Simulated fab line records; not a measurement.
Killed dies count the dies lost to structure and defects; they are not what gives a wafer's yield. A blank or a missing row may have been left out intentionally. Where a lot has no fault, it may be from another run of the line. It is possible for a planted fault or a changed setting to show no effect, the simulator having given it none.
fab line records -- flow n5Finfet
[record] lots = 6, wafers = 18, lastDay = 19
route steps=1938 shown BEOL_M11@1553 PASSIVATION@1936
lots that met no fault: from a run of the same line without faults
startH: hours from the record's first day to the start of the lot's first wafer shown -- waitH: hours since the lot's step before -- " unchanged from the row above -- L1.1+2: several wafers, shown together as one row -- - either no value or no given start -- * or withheld: withheld -- < > ~ a bound
route shown NAME@n: a module of which the file shows steps, and the number in the route of the first -- usual: mean and standard deviation over wafers with no fault -- same: alike in all rows -- chamber/n: place in a boat -- sites: the reading at each site -- _std_site: standard deviation of those values -- _edge_site: the outer-site mean with the inner-site mean subtracted -- radiusMm: how far each site lies from the wafer's centre -- mask NAME#n: copy n -- behind: the tool/chamber that last shaped the wafer -- hold: reason for holding the lot/hours on hold/outcome of the hold -- device: whichever transistor did not switch (one of n, p or np) -- end of line: the route-end tests of the same wafers -- a step without rows: its recipe alone -- killed: dies lost to structure and defects at the first sort, not the wafer's yield -- map: a wafer's dies, x killed, . not, _ none there
set.NAME: setting as actually run; set.NAME@STEP: the setting as run at that earlier step -- model.NAME: the simulator's own value behind a step, which no gauge read
certain route steps with their lots: each step a table, each wafer a row
services: when a tool's chamber went out of use (startH, in hours from the record's first day, below 0 if earlier), for how many hours, and the reason
[[steps]]
[step N5_BEOL_M11_ETCH_61]
[recipe] chemistry = CF4, target = SiARC, targetDepthA = 390, maskMaterial = CAR-ArF, timeS = 65, ionEnergyEv = 80, pressureMtorr = 40, sourceW = 545, biasW = 36, Ar_flow_sccm = 100, cf4FlowSccm = 100, ends = cleared
[usual] drypumpMotorCurrentA = 5.5/0.31, etchRfOnTimeS = 64.8/1, oesProductAu = 0.68/0.072, rfVppV = 183.9/1.2, showerheadPlenumPTorr = 2.13/0.073, throttleValvePct = 15.52/0.25
lot.wafer,tool,chamber,startH,waitH,drypumpMotorCurrentA,etchRfOnTimeS,oesProductAu,rfHoursCounterH,rfVppV,showerheadPlenumPTorr,throttleValvePct
L115.2,rieDiel-03,1,251.50,0.0,5.2,65.1,0.65,157,182.8,1.98,15.44
L115.3,rieDiel-03,2,251.50,0.0,5.3,65.6,0.62,187,184.0,2.13,16.12
L115.4,rieDiel-03,1,251.50,0.0,5.2,64.7,0.65,-,181.5,1.98,15.41
L121.3,rieDiel-06,3,297.20,0.0,5.1,65.6,0.60,245,182.8,2.02,15.70
L121.4,rieDiel-06,2,297.20,0.0,5.9,64.0,0.66,133,185.6,2.23,15.36
L121.5,rieDiel-06,1,297.20,0.0,6.0,63.5,0.73,-,184.0,2.17,15.35
L120.2,rieDiel-01,0,305.02,0.0,5.1,64.3,0.68,101,184.2,2.16,15.78
L120.4,rieDiel-01,0,305.02,0.0,5.1,64.5,0.69,-,185.8,2.16,15.80
L120.5,rieDiel-01,1,305.02,0.0,5.6,64.4,0.59,-,184.7,2.19,15.77
L125.2,rieDiel-06,0,314.24,0.0,5.5,64.1,0.71,91,183.6,2.16,15.33
L125.3,rieDiel-06,1,314.24,0.0,6.0,63.9,0.73,68,184.6,2.17,15.35
L125.6,rieDiel-06,2,314.24,0.0,6.0,65.5,0.65,-,185.5,2.23,15.36
L131.2,rieDiel-06,2,369.18,0.0,6.0,64.6,0.64,157,184.6,2.22,15.42
L131.4,rieDiel-06,0,369.18,0.0,5.5,65.0,0.69,109,183.8,2.15,15.38
L131.6,rieDiel-06,0,369.18,0.0,5.4,64.6,0.68,-,184.3,2.15,15.37
L136.1,rieDiel-06,1,400.95,0.0,5.9,62.8,0.70,97,183.7,2.16,15.42
L136.3,rieDiel-06,2,400.95,0.0,6.0,64.2,0.64,160,185.2,2.22,15.41
L136.5,rieDiel-06,2,400.95,0.0,6.0,64.4,0.64,-,185.1,2.22,15.41
[step N5_BEOL_M11_ETCH_62]
[recipe] chemistry = N2/H2, target = SOC, targetDepthA = 1100, overetchA = 220, maskMaterial = SiARC, tempC = 40, timeS = 165, ionEnergyEv = 200, pressureMtorr = 30, sourceW = 840, biasW = 150, n2FlowSccm = 200, h2FlowSccm = 200
[usual] drypumpMotorCurrentA = 5.5/0.31, n2FlowSccm = 200.0/0.57, oesProductAu = 0.67/0.068, rfVppV = 523.6/2.7, showerheadPlenumPTorr = 2.54/0.097, throttleValvePct = 17.76/0.24
lot.wafer,tool,chamber,startH,waitH,drypumpMotorCurrentA,n2FlowSccm,oesProductAu,rfHoursCounterH,rfVppV,showerheadPlenumPTorr,throttleValvePct
L115.2,rieDiel-03,1,251.55,0.0,5.2,199.8,0.65,157,519.1,2.33,17.52
L115.3,rieDiel-03,2,251.55,0.0,5.3,199.1,0.62,187,524.2,2.53,18.36
L115.4,rieDiel-03,1,251.55,0.0,5.2,199.8,0.64,-,517.0,2.33,17.51
L121.3,rieDiel-06,3,297.25,0.0,5.1,199.5,0.59,245,519.7,2.40,18.00
L121.4,rieDiel-06,2,297.25,0.0,5.9,200.4,0.66,133,527.1,2.67,17.79
L121.5,rieDiel-06,1,297.25,0.0,6.0,200.1,0.72,-,524.3,2.58,17.66
L120.2,rieDiel-01,0,305.07,0.0,5.1,199.3,0.68,101,524.5,2.56,17.96
L120.4,rieDiel-01,0,305.07,0.0,5.1,199.7,0.68,-,524.7,2.56,17.96
L120.5,rieDiel-01,1,305.07,0.0,5.6,199.7,0.59,-,525.7,2.61,17.99
L125.2,rieDiel-06,0,314.29,0.0,5.5,199.0,0.70,91,524.4,2.57,17.54
L125.3,rieDiel-06,1,314.29,0.0,6.0,200.8,0.70,68,522.9,2.58,17.65
L125.6,rieDiel-06,2,314.29,0.0,5.9,199.7,0.65,-,528.0,2.66,17.80
L131.2,rieDiel-06,2,369.23,0.0,5.9,200.8,0.64,157,526.5,2.66,17.82
L131.4,rieDiel-06,0,369.23,0.0,5.5,200.5,0.68,109,525.0,2.56,17.55
L131.6,rieDiel-06,0,369.23,0.0,5.4,200.2,0.69,-,525.0,2.56,17.59
L136.1,rieDiel-06,1,401.00,0.0,6.0,199.7,0.68,97,524.0,2.56,17.72
L136.3,rieDiel-06,2,401.00,0.0,6.0,199.6,0.63,160,527.3,2.65,17.85
L136.5,rieDiel-06,2,401.00,0.0,6.0,200.0,0.64,-,527.1,2.65,17.82
[step N5_BEOL_M11_STRIP_68]
[recipe] chemistry = N2/H2, tempC = 40, n2FlowSccm = 200, h2FlowSccm = 200, rfFrequencyHz = 6e+07
[step N5_BEOL_M11_STRIP_67]
[recipe] chemistry = CF4, resist = SiARC, powerW = 300, biasPowerW = 75, pressureMtorr = 50, cf4FlowSccm = 150, rfFrequencyHz = 6e+07
[usual] drypumpMotorCurrentA = 5.5/0.31, oesProductAu = 0.79/0.08, rfVppV = 271.1/1.6, showerheadPlenumPTorr = 1.79/0.062, throttleValvePct = 13.49/0.25
lot.wafer,tool,chamber,startH,waitH,drypumpMotorCurrentA,oesProductAu,rfHoursCounterH,rfVppV,showerheadPlenumPTorr,throttleValvePct
L115.2,rieDiel-03,1,251.70,0.0,5.2,0.76,157,267.4,1.66,13.40
L115.3,rieDiel-03,2,251.70,0.0,5.3,0.73,187,270.7,1.78,14.06
L115.4,rieDiel-03,1,251.70,0.0,5.2,0.76,-,268.6,1.66,13.40
L121.3,rieDiel-06,3,297.39,0.0,5.1,0.70,245,270.1,1.70,13.73
L121.4,rieDiel-06,2,297.39,0.0,6.0,0.77,133,272.7,1.87,13.38
L121.5,rieDiel-06,1,297.39,0.0,6.0,0.85,-,272.6,1.82,13.30
L120.2,rieDiel-01,0,305.22,0.0,5.1,0.79,101,271.3,1.81,13.75
L120.4,rieDiel-01,0,305.22,0.0,5.1,0.79,-,272.4,1.81,13.74
L120.5,rieDiel-01,1,305.22,0.0,5.6,0.69,-,271.6,1.83,13.82
L125.2,rieDiel-06,0,314.43,0.0,5.5,0.83,91,271.8,1.81,13.33
L125.3,rieDiel-06,1,314.43,0.0,6.0,0.83,68,270.3,1.82,13.31
L125.6,rieDiel-06,2,314.43,0.0,5.9,0.77,-,272.8,1.87,13.39
L131.2,rieDiel-06,2,369.37,0.0,5.9,0.76,157,272.3,1.86,13.43
L131.4,rieDiel-06,0,369.37,0.0,5.4,0.80,110,271.4,1.80,13.36
L131.6,rieDiel-06,0,369.37,0.0,5.5,0.79,-,272.2,1.80,13.37
L136.1,rieDiel-06,1,402.32,0.0,6.0,0.80,97,269.9,1.81,13.37
L136.3,rieDiel-06,2,402.32,0.0,5.9,0.75,160,274.0,1.86,13.45
L136.5,rieDiel-06,2,402.32,0.0,5.9,0.74,-,273.4,1.86,13.43
[step N5_BEOL_M11_HM_OPEN_17]
[recipe] chemistry = Cl2/BCl3, targetDepthA = 200, overetchA = 60, target = TiN, maskMaterial = SOC, ionEnergyEv = 150, pressureMtorr = 10, icpW = 1000, biasW = 126, Cl2_flow_sccm = 53.25, bcl3FlowSccm = 21.75, Ar_flow_sccm = 25
[usual] drypumpMotorCurrentA = 5.5/0.4, oesProductAu = 0.62/0.069, throttleValvePct = 22.34/0.25
lot.wafer,tool,chamber,startH,waitH,drypumpMotorCurrentA,oesProductAu,rfHoursCounterH,throttleValvePct
L115.2,rieMetal-01,1,251.74,0.0,5.5,0.54,108,22.70
L115.3,rieMetal-01,1,251.74,0.0,5.5,0.53,-,22.72
L115.4,rieMetal-01,0,251.74,0.0,6.0,0.59,-,22.16
L121.3,rieMetal-01,0,297.47,0.1,6.0,0.59,-,22.14
L121.4,rieMetal-01,1,297.47,0.1,5.5,0.54,-,22.70
L121.5,rieMetal-01,0,297.47,0.1,6.0,0.58,-,22.15
L120.2,rieMetal-02,1,305.26,0.0,5.1,0.63,53,22.58
L120.4,rieMetal-02,1,305.26,0.0,5.1,0.63,-,22.58
L120.5,rieMetal-02,1,305.26,0.0,5.1,0.63,-,22.59
L125.2,rieMetal-01,1,314.47,0.0,5.5,0.53,113,22.71
L125.3,rieMetal-01,1,314.47,0.0,5.5,0.53,-,22.72
L125.6,rieMetal-01,1,314.47,0.0,5.5,0.53,-,22.72
L131.2,rieMetal-02,1,369.44,0.1,5.1,0.63,-,22.61
L131.4,rieMetal-02,1,369.44,0.1,5.1,0.62,-,22.60
L131.6,rieMetal-02,1,369.44,0.1,5.1,0.63,-,22.60
L136.1,rieMetal-03,1,402.36,0.0,5.3,0.68,29,22.08
L136.3,rieMetal-03,0,402.36,0.0,6.3,0.65,-,22.19
L136.5,rieMetal-03,0,402.36,0.0,6.3,0.64,-,22.18
[step N5_BEOL_M11_STRIP_19]
[recipe] chemistry = O2, powerW = 400, tempC = 40, pressureMtorr = 30, rfFrequencyHz = 6e+07, biasPowerW = 0, overashFraction = 0.2, o2FlowSccm = 225
[usual] drypumpMotorCurrentA = 5.5/0.31, oesProductAu = 0.79/0.083, rfVppV = 3.7/0.59, showerheadPlenumPTorr = 2.08/0.083, throttleValvePct = 16.60/0.26
lot.wafer,tool,chamber,startH,waitH,drypumpMotorCurrentA,oesProductAu,rfHoursCounterH,rfVppV,showerheadPlenumPTorr,throttleValvePct
L115.2,rieDiel-03,1,251.92,0.1,5.2,0.75,157,3.7,1.92,16.44
L115.3,rieDiel-03,0,251.92,0.1,5.5,0.71,223,4.0,2.07,16.58
L115.4,rieDiel-03,0,251.92,0.1,5.5,0.72,-,3.3,2.07,16.62
L121.3,rieDiel-03,1,297.55,0.1,5.2,0.74,172,3.3,1.92,16.47
L121.4,rieDiel-03,3,297.55,0.1,5.7,0.98,3,4.7,2.07,16.56
L121.5,rieDiel-03,1,297.55,0.1,5.2,0.76,-,3.1,1.92,16.48
L120.2,rieDiel-01,0,305.50,0.2,5.1,0.80,101,3.6,2.12,16.86
L120.4,rieDiel-01,1,305.50,0.2,5.6,0.68,-,3.5,2.15,16.83
L120.5,rieDiel-01,3,305.50,0.2,5.7,0.73,-,3.4,2.00,16.40
L125.2,rieDiel-06,2,314.68,0.2,5.9,0.75,138,3.9,2.19,16.44
L125.3,rieDiel-06,1,314.68,0.2,6.0,0.84,68,3.6,2.12,16.41
L125.6,rieDiel-06,2,314.68,0.2,5.9,0.76,-,3.3,2.19,16.47
L131.2,rieDiel-06,2,369.62,0.1,5.9,0.73,157,4.8,2.18,16.48
L131.4,rieDiel-06,0,369.62,0.1,5.4,0.81,110,4.4,2.12,16.48
L131.6,rieDiel-06,3,369.62,0.1,5.1,0.95,-,3.0,2.24,16.33
L136.1,rieDiel-03,3,402.70,0.3,5.7,0.87,38,3.2,2.05,16.63
L136.3,rieDiel-03,1,402.70,0.3,5.2,0.72,207,3.6,1.91,16.53
L136.5,rieDiel-03,1,402.70,0.3,5.2,0.72,-,4.1,1.90,16.55
[step N5_BEOL_M11_CD_MEAS_18]
[recipe] pitchNm = 140, targetCdNm = 70
[usual] cdNm = 70.2/0.5
lot.wafer,tool,chamber,startH,waitH,cdNm
L115.2,cdSem-03,-,252.00,0.1,69.7
L115.3,cdSem-03,-,252.00,0.1,70.0
L115.4,cdSem-03,-,252.00,0.1,70.4
L121.3,cdSem-03,-,297.63,0.1,70.3
L121.4,cdSem-03,-,297.63,0.1,70.5
L121.5,cdSem-03,-,297.63,0.1,70.5
L120.2,cdSem-01,-,305.57,0.1,69.5
L120.4,cdSem-01,-,305.57,0.1,69.6
L120.5,cdSem-01,-,305.57,0.1,70.0
L125.2,cdSem-01,-,314.75,0.1,69.8
L125.3,cdSem-01,-,314.75,0.1,70.4
L125.6,cdSem-01,-,314.75,0.1,69.5
L131.2,cdSem-02,-,369.69,0.1,69.6
L131.4,cdSem-02,-,369.69,0.1,69.8
L131.6,cdSem-02,-,369.69,0.1,69.5
L136.1,cdSem-02,-,402.77,0.0,70.1
L136.3,cdSem-02,-,402.77,0.0,69.9
L136.5,cdSem-02,-,402.77,0.0,70.0
[step N5_BEOL_M11_COAT_63]
[recipe] resist = SOC, tempC = 250, timeS = 60, spinRpm = 1500, resistThkNm = 100
[step N5_BEOL_M11_COAT_64]
[recipe] resist = SiARC, tempC = 220, timeS = 60, spinRpm = 1500, resistThkNm = 30
[step N5_BEOL_M11_COAT_22]
[recipe] resist = CAR-ArF, spinRpm = 1500, resistThkNm = 90
[step N5_BEOL_M11_EBR_24]
[recipe] solvent = PGMEA, ebrWidthMm = 1.5
[step N5_BEOL_M11_SOFTBAKE_23]
[recipe] tempC = 110, timeS = 60, resist = CAR-ArF
[step N5_BEOL_M11_EXPOSE_25]
[recipe] maskId = V10, na = 1.35, sourceShape = annular, sigmaInner = 0.5, sigmaOuter = 0.8, polarization = unpolarized, doseMj = 85.5
[usual] stageVelMmS = 500.00/0.22
lot.wafer,tool,chamber,startH,waitH,mask,stageVelMmS,model.BEOL_M11.overlayXNm
L115.2,arfiScanner-01,0,257.41,-,V10#0,499.73,0
L115.3,arfiScanner-01,0,257.41,-,V10#0,500.16,0
L115.4,arfiScanner-01,0,257.41,-,V10#0,500.04,0
L121.3,arfiScanner-01,0,299.43,-,V10#0,499.62,8.6
L121.4,arfiScanner-01,0,299.43,-,V10#0,500.14,8.6
L121.5,arfiScanner-01,0,299.43,-,V10#0,499.78,8.6
L120.2,arfiScanner-03,0,306.78,-,V10#0,499.99,-0.2
L120.4,arfiScanner-03,0,306.78,-,V10#0,499.80,-0.2
L120.5,arfiScanner-03,0,306.78,-,V10#0,500.19,-0.2
L125.2,arfiScanner-01,0,317.15,-,V10#0,499.95,9.2
L125.3,arfiScanner-01,0,317.15,-,V10#0,500.35,9.2
L125.6,arfiScanner-01,0,317.15,-,V10#0,500.20,9.2
L131.2,arfiScanner-02,0,372.50,-,V10#0,499.98,0.4
L131.4,arfiScanner-02,0,372.50,-,V10#0,500.18,0.4
L131.6,arfiScanner-02,0,372.50,-,V10#0,499.75,0.4
L136.1,arfiScanner-03,0,404.06,-,V10#0,499.93,-0.2
L136.3,arfiScanner-03,0,404.06,-,V10#0,500.16,-0.2
L136.5,arfiScanner-03,0,404.06,-,V10#0,500.12,-0.2
[step N5_BEOL_M11_PEB_26]
[recipe] pebTempC = withheld, pebTimeS = 60, resist = CAR-ArF
[step N5_BEOL_M11_DEVELOP_27]
[recipe] developTimeS = 30, developer = TMAH, resist = CAR-ArF, rinseLiquid = diw, dry = airSpin, devTempC = 23
[step N5_BEOL_M11_CD_MEAS_28]
[recipe] targetCdNm = 70, landingEnergyEv = 500, detector = seInlens, polarity = opening
[usual] cdNm = 70.0/0.89
lot.wafer,tool,chamber,startH,waitH,cdNm
L115.2,cdSem-03,0,257.54,-,69.5
L115.3,cdSem-03,0,257.54,-,71.1
L115.4,cdSem-03,0,257.54,-,69.9
L121.3,cdSem-02,0,299.55,-,70.4
L121.4,cdSem-02,0,299.55,-,69.7
L121.5,cdSem-02,0,299.55,-,71.0
L120.2,cdSem-02,0,306.91,-,72.4
L120.4,cdSem-02,0,306.91,-,70.8
L120.5,cdSem-02,0,306.91,-,70.4
L125.2,cdSem-03,0,317.27,-,69.6
L125.3,cdSem-03,0,317.27,-,71.2
L125.6,cdSem-03,0,317.27,-,70.4
L131.2,cdSem-01,0,372.63,-,71.8
L131.4,cdSem-01,0,372.63,-,70.0
L131.6,cdSem-01,0,372.63,-,70.7
L136.1,cdSem-03,0,404.20,-,70.1
L136.3,cdSem-03,0,404.20,-,68.3
L136.5,cdSem-03,0,404.20,-,68.2
[step N5_BEOL_M11_OVL_MEAS_29]
[recipe] pointsPerWafer = 44
[usual] V10_OVL = 0.1/0.74
lot.wafer,tool,chamber,startH,waitH,V10_OVL[nm]
L115.2,overlay-01,0,257.57,0.0,-0.3
L115.3,overlay-01,0,257.57,0.0,-1.9
L115.4,overlay-01,0,257.57,0.0,-0.2
L121.3,overlay-02,0,299.58,0.0,8.6
L121.4,overlay-02,0,299.58,0.0,9.3
L121.5,overlay-02,0,299.58,0.0,8.3
L120.2,overlay-02,0,306.96,0.1,0.6
L120.4,overlay-02,0,306.96,0.1,0.5
L120.5,overlay-02,0,306.96,0.1,-0.6
L125.2,overlay-02,0,317.30,0.0,8.7
L125.3,overlay-02,0,317.30,0.0,8.2
L125.6,overlay-02,0,317.30,0.0,9.3
L131.2,overlay-01,0,372.65,0.0,0.7
L131.4,overlay-01,0,372.65,0.0,0.2
L131.6,overlay-01,0,372.65,0.0,-0.2
L136.1,overlay-01,0,404.23,0.0,-0.3
L136.3,overlay-01,0,404.23,0.0,0.0
L136.5,overlay-01,0,404.23,0.0,-0.1
[step N5_BEOL_M11_INSPECT_30]
[recipe] mode = adi, inspectInstrument = brightfield
[usual] rawDefectCount = 427/96
lot.wafer,tool,chamber,startH,waitH,rawDefectCount
L115.2,defectInspect-01,-,257.60,0.0,589
L115.3,defectInspect-01,-,257.60,0.0,514
L115.4,defectInspect-01,-,257.60,0.0,540
L121.3,defectInspect-01,-,299.60,0.0,369
L121.4,defectInspect-01,-,299.60,0.0,551
L121.5,defectInspect-01,-,299.60,0.0,485
L120.2,defectInspect-01,-,306.99,0.0,445
L120.4,defectInspect-01,-,306.99,0.0,478
L120.5,defectInspect-01,-,306.99,0.0,389
L125.2,defectInspect-02,-,317.32,0.0,540
L125.3,defectInspect-02,-,317.32,0.0,305
L125.6,defectInspect-02,-,317.32,0.0,349
L131.2,defectInspect-02,-,372.68,0.0,308
L131.4,defectInspect-02,-,372.68,0.0,531
L131.6,defectInspect-02,-,372.68,0.0,456
L136.1,defectInspect-01,-,404.25,0.0,300
L136.3,defectInspect-01,-,404.25,0.0,341
L136.5,defectInspect-01,-,404.25,0.0,333
[step N5_PASSIVATION_PROBE_49]
[usual] defectLimitedYield = 91.0/1.5, killed_at_M0_to_M3 = 37/12, killed_at_M4_up = 13/5, killedAtContacts = 13/6.1, killedAtFrontEnd = 39/11, killedAtOther = 4/3.2, killedDies = 106/17, killedOpen = 69/12, killedShort = 35/7.9, sort_bin_5_function = 5.3/1, sort_bin_6_memory = 3.3/0.68, sortNPass = 1074/17, sortYieldPct = 91.0/1.5
[same] grossDies = 1180, killedAtBackSide = 0, sort_bin_4_leakage[%] = 0, sort_bin_8_speed[%] = 0
lot.wafer,tool,chamber,startH,waitH,defectLimitedYield[%],killed_at_M0_to_M3,killed_at_M4_up,killedAtContacts,killedAtFrontEnd,killedAtOther,killedDies,killedOpen,killedShort,sort_bin_5_function[%],sort_bin_6_memory[%],sortNPass,sortYieldPct[%]
L115.2,prober-02,-,303.21,0.7,93.6,15,13,22,23,2,75,54,18,3.1,3.2,1105,93.6
L115.3,prober-02,-,303.26,0.8,91.1,34,9,15,45,2,105,71,32,5.8,2.6,1075,91.1
L115.4,prober-02,-,303.31,0.8,91.6,28,14,23,34,0,99,70,28,4.2,4.0,1081,91.6
L121.3,prober-02,-,346.28,0.4,91.2,54,13,6,30,1,104,60,41,4.7,3.6,1076,91.2
L121.4,prober-02,-,346.33,0.5,91.4,44,9,10,38,1,102,73,27,4.8,3.6,1078,91.4
L121.5,prober-02,-,346.38,0.5,91.4,40,15,12,35,0,102,60,37,4.9,3.1,1078,91.4
L120.2,prober-02,-,355.97,0.1,92.4,36,15,8,29,2,90,62,28,4.5,3.0,1090,92.4
L120.4,prober-02,-,356.07,0.2,88.3,55,19,8,47,9,138,83,52,6.2,5.2,1042,88.3
L120.5,prober-02,-,356.12,0.2,90.3,51,18,12,33,1,115,74,41,5.7,3.8,1065,90.3
L125.2,prober-02,-,361.74,0.2,89.4,23,18,20,63,1,125,97,27,6.9,3.6,1055,89.4
L125.3,prober-02,-,361.79,0.2,90.3,21,9,20,62,2,114,75,39,6.5,2.8,1066,90.3
L125.6,prober-02,-,361.94,0.4,90.3,39,9,20,46,0,114,76,38,5.9,3.6,1066,90.3
L131.2,prober-02,-,422.67,0.1,94.9,26,8,9,17,0,60,37,23,2.7,2.0,1120,94.9
L131.4,prober-02,-,422.77,0.2,93.5,25,17,5,27,3,77,52,25,3.6,2.5,1103,93.5
L131.6,prober-02,-,422.87,0.3,92.5,19,12,12,45,0,88,62,25,5.2,2.2,1092,92.5
L136.1,prober-01,-,449.80,0.0,92.2,33,11,19,25,4,92,70,21,4.2,3.3,1088,92.2
L136.3,prober-01,-,449.90,0.1,94.7,20,11,8,20,3,62,41,21,2.7,2.1,1118,94.7
L136.5,prober-01,-,450.00,0.2,92.3,34,12,18,25,2,91,62,27,5.2,2.4,1089,92.3
// killed by level:class
L115.2 MOL_CONTACT_COAG:geometricParticle:open=18 STI_FIN_REVEAL:geometricParticle:open=7 BEOL_M3:geometricParticle:open=6 FIN_SAQP:geometricParticle:short=4 BEOL_M4:geometricParticle:open=4 MOL_CONTACT_COAG:geometricParticle:short=4 BEOL_M11:geometricParticle:open=4 BEOL_M0_SAQP:geometricParticle:open=3
L115.3 MOL_CONTACT_COAG:geometricParticle:open=12 STI_FIN_REVEAL:geometricParticle:open=11 BEOL_M1:geometricParticle:open=10 FIN_SAQP:geometricParticle:open=9 FIN_SAQP:geometricParticle:short=8 BEOL_M3:geometricParticle:open=7 BEOL_M2:geometricParticle:open=5 GATE_CUT:geometricParticle:short=4
L115.4 MOL_CONTACT_COAG:geometricParticle:open=22 BEOL_M4:geometricParticle:open=8 STI_FIN_REVEAL:geometricParticle:open=7 BEOL_M3:geometricParticle:open=7 GATE_CUT:geometricParticle:short=6 BEOL_M0_SAQP:geometricParticle:short=6 BEOL_M1:geometricParticle:open=6 STARTING-WAFER:geometricParticle:short=5
L121.3 BEOL_M0_SAQP:geometricParticle:short=16 BEOL_M2:geometricParticle:open=12 BEOL_M0_SAQP:geometricParticle:open=11 GATE_CUT:geometricParticle:short=8 BEOL_M1:geometricParticle:open=6 FIN_SAQP:geometricParticle:short=5 FIN_SAQP:geometricParticle:open=4 BEOL_M4:geometricParticle:open=4
L121.4 BEOL_M0_SAQP:geometricParticle:open=14 MOL_CONTACT_COAG:geometricParticle:open=9 BEOL_M3:geometricParticle:open=9 BEOL_M2:geometricParticle:open=8 DUMMY_GATE:geometricParticle:open=7 FIN_SAQP:geometricParticle:open=6 FIN_SAQP:geometricParticle:short=5 BEOL_M4:geometricParticle:open=5
L121.5 BEOL_M0_SAQP:geometricParticle:open=14 BEOL_M0_SAQP:geometricParticle:short=13 FIN_SAQP:geometricParticle:short=10 MOL_CONTACT_COAG:geometricParticle:open=9 FIN_SAQP:geometricParticle:open=7 BEOL_M5:geometricParticle:open=6 BEOL_M7:geometricParticle:open=5 GATE_CUT:geometricParticle:open=4
L120.2 BEOL_M0_SAQP:geometricParticle:open=9 MOL_CONTACT_COAG:geometricParticle:open=8 BEOL_M0_SAQP:geometricParticle:short=8 BEOL_M4:geometricParticle:open=7 STI_FIN_REVEAL:geometricParticle:open=6 BEOL_M1:geometricParticle:open=6 BEOL_M2:geometricParticle:open=6 DUMMY_GATE:geometricParticle:open=4
L120.4 BEOL_M0_SAQP:geometricParticle:open=21 FIN_SAQP:geometricParticle:short=10 BEOL_M0_SAQP:geometricParticle:short=10 BEOL_M3:geometricParticle:open=10 GATE_CUT:geometricParticle:short=9 DUMMY_GATE:geometricParticle:open=8 BEOL_M4:geometricParticle:open=8 GATE_CUT:geometricParticle:open=6
L120.5 BEOL_M0_SAQP:geometricParticle:short=11 BEOL_M3:geometricParticle:open=11 BEOL_M0_SAQP:geometricParticle:open=11 MOL_CONTACT_COAG:geometricParticle:open=9 STI_FIN_REVEAL:geometricParticle:open=8 BEOL_M2:geometricParticle:open=8 FIN_SAQP:geometricParticle:open=7 BEOL_M4:geometricParticle:open=6
L125.2 STI_FIN_REVEAL:geometricParticle:open=19 FIN_SAQP:geometricParticle:open=18 MOL_CONTACT_COAG:geometricParticle:open=16 BEOL_M4:geometricParticle:open=8 FIN_SAQP:geometricParticle:short=6 BEOL_M1:geometricParticle:open=6 DUMMY_GATE:geometricParticle:open=4 BEOL_M2:geometricParticle:open=4
L125.3 STI_FIN_REVEAL:geometricParticle:open=19 MOL_CONTACT_COAG:geometricParticle:open=18 FIN_SAQP:geometricParticle:short=12 FIN_SAQP:geometricParticle:open=8 STI_FIN_REVEAL:geometricParticle:short=8 BEOL_M1:geometricParticle:open=8 DUMMY_GATE:geometricParticle:open=6 BEOL_M0_SAQP:geometricParticle:open=6
L125.6 MOL_CONTACT_COAG:geometricParticle:open=14 FIN_SAQP:geometricParticle:open=13 BEOL_M1:geometricParticle:open=10 STI_FIN_REVEAL:geometricParticle:open=9 BEOL_M0_SAQP:geometricParticle:short=8 MOL_CONTACT_COAG:geometricParticle:short=6 BEOL_M1:geometricParticle:short=5 BEOL_M2:geometricParticle:open=5
L131.2 BEOL_M0_SAQP:geometricParticle:open=8 BEOL_M0_SAQP:geometricParticle:short=7 FIN_SAQP:geometricParticle:short=5 MOL_CONTACT_COAG:geometricParticle:open=5 MOL_CONTACT_COAG:geometricParticle:short=4 BEOL_M3:geometricParticle:open=4 STI_FIN_REVEAL:geometricParticle:open=3 GATE_CUT:geometricParticle:short=3
L131.4 BEOL_M3:geometricParticle:open=8 FIN_SAQP:geometricParticle:open=6 STARTING-WAFER:geometricParticle:short=6 STI_FIN_REVEAL:geometricParticle:open=5 MOL_CONTACT_COAG:geometricParticle:open=5 BEOL_M5:geometricParticle:open=4 BEOL_M0_SAQP:geometricParticle:open=3 BEOL_M0_SAQP:geometricParticle:short=3
L131.6 STI_FIN_REVEAL:geometricParticle:open=14 MOL_CONTACT_COAG:geometricParticle:open=9 FIN_SAQP:geometricParticle:short=8 BEOL_M3:geometricParticle:open=8 FIN_SAQP:geometricParticle:open=6 STARTING-WAFER:geometricParticle:open=5 BEOL_M4:geometricParticle:open=4 STARTING-WAFER:geometricParticle:short=4
L136.1 MOL_CONTACT_COAG:geometricParticle:open=18 BEOL_M2:geometricParticle:open=14 BEOL_M0_SAQP:geometricParticle:short=6 DUMMY_GATE:geometricParticle:open=5 FIN_SAQP:geometricParticle:short=4 DUMMY_GATE:geometricParticle:short=4 BEOL_M0_SAQP:geometricParticle:open=4 BEOL_M3:geometricParticle:open=4
L136.3 BEOL_M2:geometricParticle:open=13 GATE_CUT:geometricParticle:short=6 MOL_CONTACT_COAG:geometricParticle:open=5 STI_FIN_REVEAL:geometricParticle:open=4 DUMMY_GATE:geometricParticle:open=3 MOL_CONTACT_COAG:geometricParticle:short=3 BEOL_M0_SAQP:geometricParticle:short=3 BEOL_M4:geometricParticle:open=3
L136.5 MOL_CONTACT_COAG:geometricParticle:open=17 DUMMY_GATE:geometricParticle:open=7 BEOL_M3:geometricParticle:open=7 BEOL_M0:geometricParticle:open=6 BEOL_M2:geometricParticle:open=6 BEOL_M2:geometricParticle:short=5 FIN_SAQP:geometricParticle:open=4 GATE_CUT:geometricParticle:short=4
[[services]]
tool,chamber,startH,hours,kind
rieMetal-02,-,234.38,1.4,pm
arfiScanner-03,-,234.48,0.8,pm
rieDiel-03,2,241.27,5.7,repair
rieMetal-02,-,244.44,0.4,repair
rieDiel-03,3,244.60,9.1,repair
arfiScanner-03,-,244.64,7.2,repair
rieDiel-06,2,269.26,3.9,repair
rieDiel-01,0,275.92,17.7,repair
arfiScanner-03,-,289.58,1.3,pm
arfiScanner-03,-,291.30,3.9,pm
arfiScanner-01,-,311.37,1.3,pm
arfiScanner-01,-,328.13,3.1,pm
rieMetal-01,1,330.56,9.9,repair
arfiScanner-01,-,331.42,0.8,pm
rieMetal-02,0,332.36,2.5,repair
rieDiel-03,-,339.99,0.7,repair
arfiScanner-01,-,343.91,0.3,repair
arfiScanner-01,-,345.48,1.2,repair
rieDiel-06,0,356.11,2.4,repair
rieDiel-01,0,358.70,5.0,repair
rieDiel-03,0,364.52,16.1,repair
rieDiel-01,0,367.00,3.0,repair
rieDiel-06,2,374.77,20.6,repair
arfiScanner-01,-,388.29,16.0,pm
[[key]]
[firstSign] step = N5_BEOL_M11_OVL_MEAS_29, reading = V10_OVL, direction = up, sigmas = 12, usual = 0.1, struck = 8.7
effect none on later readings
[modelEffect] step = N5_BEOL_M11_EXPOSE_25, value = BEOL_M11.overlayXNm, without = -0.7, struck = 8.9
metAt N5_BEOL_M11_EXPOSE_25
struckWafers L121.3,L121.4,L121.5,L125.2,L125.3,L125.6
onsetBetween 257.41 299.43
alsoFits N5_BEOL_M11_HM_OPEN_17:rieMetal-01
[fault] kind = scannerMatchingOverlay, tool = arfiScanner-01, chamber = -, onsetH = 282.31, steps = N5_BEOL_M11_EXPOSE_25, offset = 9.4532
